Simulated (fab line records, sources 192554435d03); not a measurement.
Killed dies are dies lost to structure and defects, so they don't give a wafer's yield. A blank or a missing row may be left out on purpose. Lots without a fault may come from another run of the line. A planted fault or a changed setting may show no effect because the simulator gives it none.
fab line records | flow n5_finfet
record lots=8 wafers=22 last_day=17
route steps=1938 shown MOL_CONTACT_COAG@580 BEOL_M4@1111
lots that met no fault: from a run of the same line without faults
start_h: hours from the record's first day to the start of the lot's first wafer shown | wait_h: hours since the lot's step before | " the same as in the row above | L1.1+2: a row that stands for several wafers | - no value, or no start given | * or withheld: withheld | < > ~ a bound
route shown NAME@n: a module of which the file shows steps, and the number in the route of the first | usual: mean/standard deviation of fault-free wafers | same: alike in all rows | chamber/n: place in a boat | sites: the reading at each site | _std_site: their standard deviation | _edge_site: outer sites' mean less inner sites' | radius_mm: how far each site lies from the wafer's centre | mask NAME#n: copy n | behind: the tool/chamber that last shaped the wafer | hold: why the lot was held/for how many hours/how that ended | device: the transistor (n, p or np) that didn't switch | end of line: the same wafers' tests at the end of the route | a step without rows: its recipe alone | killed: dies lost to structure and defects at the first sort, not the wafer's yield | map: a wafer's dies, x killed, . not, _ none there
set.NAME: the setting as run; set.NAME@STEP: as run at that earlier step | model.NAME: the simulator's own value behind a step, which no gauge read
steps of the route over a sample of lots; a table a step, a row a wafer
services: from which hour (start_h, from the record's first day; less than 0 if before it) a tool's chamber was out of use, for how many hours, and why
## steps
# step N5_MOL_CONTACT_COAG_ETCHBACK_132
# recipe chemistry=CHF3 target=SiO2 target_depth_a=100 time_s=6.7 ion_energy_ev=200 pressure_mtorr=30 source_w=610 bias_w=170 Ar_flow_sccm=200 CHF3_flow_sccm=50
# usual CHF3_flow_sccm=50.01/0.15 drypump_motor_current_A=5.8/0.45 oes_f_703_au=0.82/0.09 oes_product_au=0.81/0.094 rf_vpp_V=520/8.1 showerhead_plenum_p_Torr=2.41/0.059 throttle_valve_pct=18.76/0.24
# columns lot.wafer tool chamber start_h wait_h CHF3_flow_sccm drypump_motor_current_A oes_f_703_au oes_product_au rf_hours_counter_h rf_vpp_V showerhead_plenum_p_Torr throttle_valve_pct
L419.2 rie_diel-01 1 101.78 0.1 50.07 6.4 0.91 0.91 39 528 2.42 18.33
L419.3 " 0 " " 49.97 6.7 0.73 0.70 226 514 2.45 18.94
L419.6 " 3 " " 50.24 5.4 0.73 0.73 - 520 2.36 18.82
L420.2 rie_diel-03 3 107.17 0.5 49.85 5.7 0.75 0.72 235 511 2.34 18.63
L420.5 " 3 " " 49.80 5.7 0.75 0.72 - 509 2.34 18.63
L420.6 " 1 " " 50.11 6.0 0.95 0.93 - 516 2.36 18.72
L428.1 rie_diel-03 0 154.03 0.1 50.11 5.9 0.92 0.95 7 531 2.43 18.76
L428.5 " 1 " " 50.20 6.0 0.90 0.88 - 516 2.35 18.77
L428.6 " 0 " " 49.88 5.9 0.93 0.97 - 530 2.43 18.76
L431.1 rie_diel-01 2 176.81 0.1 49.73 5.3 0.73 0.70 238 507 2.35 18.99
L431.2 " 1 " " 50.11 6.5 0.87 0.87 69 527 2.41 18.36
L431.5 " 3 " " 49.64 5.5 0.71 0.71 - 518 2.35 18.85
L432.3 rie_diel-03 1 179.78 0.1 50.21 6.0 0.88 0.86 44 515 2.34 18.79
L432.4 " 0 " " 50.08 5.9 0.91 0.92 16 530 2.43 18.75
L432.6 " 1 " " 50.10 6.0 0.88 0.86 - 516 2.34 18.79
L439.4 rie_diel-03 0 220.10 0.2 49.70 5.9 0.87 0.89 30 531 2.42 18.79
L439.6 " 2 " " 50.17 5.3 0.87 0.87 - 517 2.42 18.75
L440.4 rie_diel-06 0 224.14 0.2 49.92 5.2 0.77 0.76 154 535 2.49 18.82
L440.6 " 3 " " 49.83 5.6 0.77 0.74 - 515 2.35 19.07
L441.2 rie_diel-01 3 230.47 0.1 50.14 5.4 0.69 0.69 245 519 2.34 18.90
L441.3 " 1 " " 49.82 6.4 0.85 0.84 90 526 2.40 18.40
L441.4 " 0 " " 49.93 6.7 0.93 0.91 17 511 2.43 18.52
# step N5_MOL_CONTACT_COAG_ETCHBACK_135
# recipe chemistry=CHF3 target=SiO2 target_depth_a=250 time_s=16.7 ion_energy_ev=200 pressure_mtorr=30 source_w=610 bias_w=170 Ar_flow_sccm=200 CHF3_flow_sccm=50
# usual CHF3_flow_sccm=50.02/0.15 drypump_motor_current_A=5.8/0.45 oes_f_703_au=0.82/0.09 oes_product_au=0.81/0.094 rf_vpp_V=521/8.1 showerhead_plenum_p_Torr=2.41/0.059 throttle_valve_pct=18.76/0.24
# columns lot.wafer tool chamber start_h wait_h CHF3_flow_sccm drypump_motor_current_A oes_f_703_au oes_product_au rf_hours_counter_h rf_vpp_V showerhead_plenum_p_Torr throttle_valve_pct
L419.2 rie_diel-01 1 101.91 0.0 50.11 6.4 0.91 0.91 39 527 2.42 18.32
L419.3 " 0 " " 50.13 6.7 0.73 0.70 227 513 2.45 18.94
L419.6 " 3 " " 50.08 5.5 0.73 0.72 - 520 2.36 18.82
L420.2 rie_diel-03 3 107.30 0.0 50.09 5.8 0.75 0.72 235 511 2.33 18.63
L420.5 " 3 " " 49.66 5.7 0.75 0.72 - 512 2.34 18.63
L420.6 " 1 " " 50.05 6.0 0.95 0.93 - 515 2.36 18.72
L428.1 rie_diel-03 0 154.15 0.0 50.06 5.9 0.94 0.96 7 530 2.43 18.74
L428.5 " 1 " " 49.96 6.0 0.90 0.89 - 515 2.35 18.76
L428.6 " 0 " " 50.28 5.9 0.93 0.96 - 530 2.43 18.76
L431.1 rie_diel-01 2 176.93 0.0 50.08 5.3 0.74 0.69 238 506 2.35 18.99
L431.2 " 1 " " 50.17 6.4 0.87 0.87 69 527 2.41 18.38
L431.5 " 3 " " 49.80 5.5 0.71 0.70 - 521 2.35 18.86
L432.3 rie_diel-03 1 179.91 0.0 50.06 6.0 0.89 0.86 44 517 2.34 18.77
L432.4 " 0 " " 50.01 5.9 0.90 0.92 16 530 2.43 18.77
L432.6 " 1 " " 50.06 6.0 0.89 0.86 - 515 2.34 18.79
L439.4 rie_diel-03 0 220.23 0.0 49.95 5.9 0.87 0.89 30 531 2.42 18.80
L439.6 " 2 " " 49.98 5.3 0.87 0.86 - 519 2.42 18.74
L440.4 rie_diel-06 0 224.27 0.0 49.83 5.2 0.77 0.77 154 535 2.49 18.84
L440.6 " 3 " " 50.07 5.7 0.77 0.75 - 514 2.35 19.07
L441.2 rie_diel-01 3 230.59 0.0 49.84 5.4 0.69 0.69 245 519 2.34 18.90
L441.3 " 1 " " 49.81 6.4 0.84 0.84 90 528 2.40 18.39
L441.4 " 0 " " 49.99 6.7 0.93 0.92 17 513 2.43 18.53
# step N5_MOL_CONTACT_COAG_STRIP_96
# recipe chemistry=N2/H2 power_w=500 temp_c=40 pressure_mtorr=50 rf_frequency_hz=6e+07 overash_fraction=0.3 bias_power_w=28 h2_frac=0.5 n2_flow_sccm=300 h2_flow_sccm=300
# usual drypump_motor_current_A=5.8/0.45 n2_flow_sccm=300.1/0.9 oes_product_au=0.81/0.094 rf_vpp_V=121.9/1.1 showerhead_plenum_p_Torr=3.39/0.081 throttle_valve_pct=19.1/0.43
# columns lot.wafer tool chamber start_h wait_h drypump_motor_current_A n2_flow_sccm oes_product_au rf_hours_counter_h rf_vpp_V showerhead_plenum_p_Torr throttle_valve_pct
L419.2 rie_diel-01 1 102.01 0.0 6.4 299.8 0.89 39 122.5 3.40 18.2
L419.3 " 0 " " 6.7 300.4 0.70 227 120.9 3.47 18.9
L419.6 " 3 " " 5.5 301.6 0.72 - 122.3 3.34 19.4
L420.2 rie_diel-03 3 107.40 0.0 5.7 299.3 0.71 235 121.1 3.31 19.2
L420.5 " 3 " " 5.8 298.3 0.71 - 120.8 3.31 19.2
L420.6 " 1 " " 6.0 300.7 0.92 - 121.5 3.30 18.9
L428.1 rie_diel-03 0 154.25 0.0 5.9 298.8 0.97 7 121.7 3.42 19.2
L428.5 " 1 " " 6.0 299.7 0.88 - 121.7 3.28 18.9
L428.6 " 0 " " 5.8 299.8 0.98 - 121.3 3.42 19.2
L431.1 rie_diel-01 2 177.03 0.0 5.3 302.3 0.69 238 119.8 3.32 19.1
L431.2 " 1 " " 6.5 301.1 0.86 69 120.7 3.39 18.3
L431.5 " 3 " " 5.5 300.2 0.71 - 121.6 3.32 19.5
L432.3 rie_diel-03 1 180.00 0.0 6.0 298.5 0.85 44 122.2 3.28 18.9
L432.4 " 0 " " 5.9 302.2 0.93 16 121.4 3.42 19.2
L432.6 " 1 " " 6.0 299.8 0.85 - 121.9 3.28 18.9
L439.4 rie_diel-03 0 220.33 0.0 5.9 300.3 0.89 30 121.9 3.41 19.2
L439.6 " 2 " " 5.4 299.5 0.86 - 123.1 3.42 18.9
L440.4 rie_diel-06 0 224.37 0.0 5.2 299.1 0.75 154 122.2 3.50 19.3
L440.6 " 3 " " 5.7 299.6 0.73 - 124.8 3.34 19.7
L441.2 rie_diel-01 3 230.69 0.0 5.5 298.2 0.70 245 121.8 3.31 19.5
L441.3 " 1 " " 6.4 299.6 0.84 90 122.7 3.38 18.3
L441.4 " 0 " " 6.7 299.9 0.94 17 121.5 3.45 18.5
# step N5_MOL_CONTACT_COAG_ETCH_124
# recipe chemistry=CH3F/O2 target=SiNx target_depth_a=65 mask_material=SOC stop_on=SiOC over_etch_frac=0.3 ion_energy_ev=120 pressure_mtorr=30 source_w=395 bias_w=73 Ar_flow_sccm=150 CH3F_flow_sccm=30 O2_flow_sccm=20 ends=end_point
# usual CH3F_flow_sccm=30.00/0.095 drypump_motor_current_A=5.8/0.44 oes_f_703_au=0.86/0.093 oes_product_au=0.72/0.081 over_etch_frac=0.3/0 rf_vpp_V=295/4 showerhead_plenum_p_Torr=2.01/0.045 throttle_valve_pct=16.27/0.22
# columns lot.wafer tool chamber start_h wait_h CH3F_flow_sccm drypump_motor_current_A oes_f_703_au oes_product_au over_etch_frac rf_hours_counter_h rf_vpp_V showerhead_plenum_p_Torr throttle_valve_pct
L419.2 rie_diel-01 2 103.39 0.0 30.09 5.3 0.76 0.61 0.3 210 288 1.98 16.55
L419.3 " 0 " " 29.74 6.6 0.73 0.61 0.3 227 293 2.06 16.57
L419.6 " 0 " " 30.00 6.7 0.73 0.60 0.3 - 292 2.06 16.57
L420.2 rie_diel-01 3 108.67 0.0 30.01 5.4 0.73 0.62 0.3 198 295 1.99 16.47
L420.5 " 3 " " 30.10 5.5 0.73 0.62 0.3 - 296 1.99 16.45
L420.6 " 0 " " 30.13 6.7 0.72 0.60 0.3 - 292 2.06 16.57
L428.1 rie_diel-03 2 155.51 0.0 30.03 5.4 0.91 0.78 0.3 19 294 2.04 16.26
L428.5 " 0 " " 29.82 5.9 0.93 0.82 0.3 - 300 2.04 16.30
L428.6 " 2 " " 30.12 5.3 0.91 0.78 0.3 - 293 2.04 16.26
L431.1 rie_diel-03 0 178.54 0.0 29.95 5.8 0.90 0.78 0.3 16 300 2.04 16.31
L431.2 " 3 " " 29.76 5.8 1.00 0.82 0.3 6 289 1.95 15.83
L431.5 " 3 " " 29.87 5.8 1.00 0.82 0.3 - 290 1.95 15.83
L432.3 rie_diel-03 0 181.62 0.0 29.77 5.9 0.90 0.79 0.3 16 300 2.04 16.30
L432.4 " 1 " " 30.00 6.0 0.89 0.74 0.3 44 293 1.97 16.32
L432.6 " 3 " " 30.01 5.7 1.00 0.82 0.3 - 290 1.95 15.84
L439.4 rie_diel-01 0 221.69 0.0 30.00 6.7 0.94 0.72 0.53515 - 292 2.05 16.11
L439.6 " 3 " " 30.09 5.5 0.70 0.54 0.53515 - 295 1.97 16.53
L440.4 rie_diel-01 1 225.74 0.0 29.78 6.4 0.85 0.65 0.53515 - 298 2.02 16.02
L440.6 " 3 " " 30.04 5.5 0.70 0.54 0.53515 - 295 1.97 16.53
L441.2 rie_diel-06 3 232.12 0.0 29.93 5.7 0.77 0.63 0.3 198 291 1.97 16.70
L441.3 " 0 " " 29.95 5.1 0.77 0.67 0.3 156 303 2.09 16.43
L441.4 " 2 " " 29.93 5.5 0.97 0.82 0.3 9 300 2.05 16.13
# step N5_BEOL_M4_RC_MEAS_101
# usual DIBL_N=36.0/1.7 DIBL_P=36.0/2 IOFF_N=0.156/0.028 IOFF_P=0.21/0.04 ION_N=673/12 ION_P=463/8.3 SS_N=71.4/0.6 SS_P=73.3/0.66 VT_N=250/3 VT_P=-250/3.8
# columns lot.wafer tool chamber start_h wait_h DIBL_N[mV/V] DIBL_P[mV/V] IOFF_N[nA/um] IOFF_P[nA/um] ION_N[uA/um] ION_P[uA/um] SS_N[mV/dec] SS_P[mV/dec] VT_N[mV] VT_P[mV]
L419.2 prober-01 0 165.53 0.2 35.2 35.4 0.146 0.20 668 470 71.2 73.2 252 -250
L419.3 " 0 " " 33.2 33.1 0.118 0.16 661 461 70.4 73.0 254 -253
L419.6 " 0 " " 33.7 34.3 0.132 0.19 667 458 71.0 72.7 252 -250
L420.2 prober-01 0 173.52 0.2 33.3 32.2 0.102 0.17 653 460 70.6 72.2 256 -253
L420.5 " 0 " " 35.7 35.4 0.135 0.20 654 456 72.1 73.7 254 -251
L420.6 " 0 " " 35.2 34.4 0.136 0.20 666 459 71.4 72.7 254 -249
L428.1 prober-02 0 216.26 0.0 37.0 36.3 0.172 0.20 684 466 72.0 73.8 248 -253
L428.5 " 0 " " 36.4 35.2 0.160 0.18 684 468 71.0 73.5 248 -253
L428.6 " 0 " " 36.6 36.0 0.163 0.19 682 461 71.5 73.7 251 -253
L431.1 prober-02 0 238.77 0.0 35.4 35.3 0.164 0.23 678 467 71.0 72.4 247 -245
L431.2 " 0 " " 33.6 34.6 0.139 0.23 672 474 70.8 72.7 248 -247
L431.5 " 0 " " 35.8 36.7 0.188 0.27 695 480 71.8 73.8 246 -245
L432.3 prober-01 0 243.23 0.3 36.4 37.6 0.171 0.28 694 480 71.3 73.8 248 -240
L432.4 " 0 " " 34.0 35.2 0.133 0.25 680 485 70.9 73.3 249 -243
L432.6 " 0 " " 35.7 37.5 0.155 0.28 688 480 71.4 74.7 248 -244
L440.4 prober-02 0 297.08 0.5 34.4 34.6 0.143 0.21 675 472 70.9 73.2 249 -245
L440.6 " 0 " " 35.9 36.5 0.173 0.23 667 461 71.0 73.6 246 -245
L441.2 prober-01 0 298.67 0.2 35.1 35.2 0.132 0.16 676 463 70.9 72.4 251 -254
L441.3 " 0 " " 36.1 36.0 0.156 0.18 674 461 71.5 73.2 250 -256
L441.4 " 0 " " 35.9 36.8 0.150 0.19 680 462 71.0 72.9 251 -253
L439.4 prober-01 0 301.25 0.5 37.2 36.4 0.179 0.20 673 455 71.9 73.5 249 -254
L439.6 " 0 " " 38.8 38.3 0.202 0.25 686 466 72.1 74.6 246 -250
## services
# columns tool chamber start_h hours kind
rie_diel-06 2 78.60 4.3 repair
rie_diel-01 3 80.46 4.2 repair
rie_diel-03 2 91.31 7.1 repair
rie_diel-03 2 98.71 - clean
rie_diel-03 2 98.71 - consumable_replace:focus_ring
rie_diel-03 2 98.71 21.3 scheduled_down
rie_diel-03 2 98.71 21.3 vent_cycle
rie_diel-03 - 111.30 2.4 repair
rie_diel-03 0 120.24 - clean
rie_diel-03 0 120.24 - consumable_replace:focus_ring
rie_diel-03 0 120.24 20.2 scheduled_down
rie_diel-03 0 120.24 20.2 vent_cycle
rie_diel-06 1 132.23 6.0 repair
rie_diel-06 0 133.63 5.5 repair
rie_diel-06 - 139.31 0.5 repair
rie_diel-03 3 140.46 - clean
rie_diel-03 3 140.46 - consumable_replace:focus_ring
rie_diel-03 3 140.46 22.1 scheduled_down
rie_diel-03 3 140.46 22.1 vent_cycle
rie_diel-06 3 155.87 5.8 repair
rie_diel-01 0 167.59 - clean
rie_diel-01 0 167.59 - consumable_replace:focus_ring
rie_diel-01 0 167.59 20.5 scheduled_down
rie_diel-03 - 221.21 0.3 repair
## key
first_sign step=N5_MOL_CONTACT_COAG_ETCH_124 reading=over_etch_frac direction=up sigmas=99+ usual=0.3 struck=0.53515
effect none on later readings
met_at N5_MOL_CONTACT_COAG_ETCH_124
struck_lots L439,L440
struck_wafers L439.4,L439.6,L440.4,L440.6
not_acting_at N5_MOL_CONTACT_COAG_ETCHBACK_132,N5_MOL_CONTACT_COAG_ETCHBACK_135,N5_MOL_CONTACT_COAG_STRIP_96
onset_between 108.67 221.69
fault kind=process_parameter_drift tool=rie_diel-01 chamber=- onset_h=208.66 steps=N5_MOL_CONTACT_COAG_ETCH_124 channel=over_etch_frac offset=0.23515 shape=step end_h=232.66 scope=struck_wafers_only acts_in=these_recipes_only stated=0.3
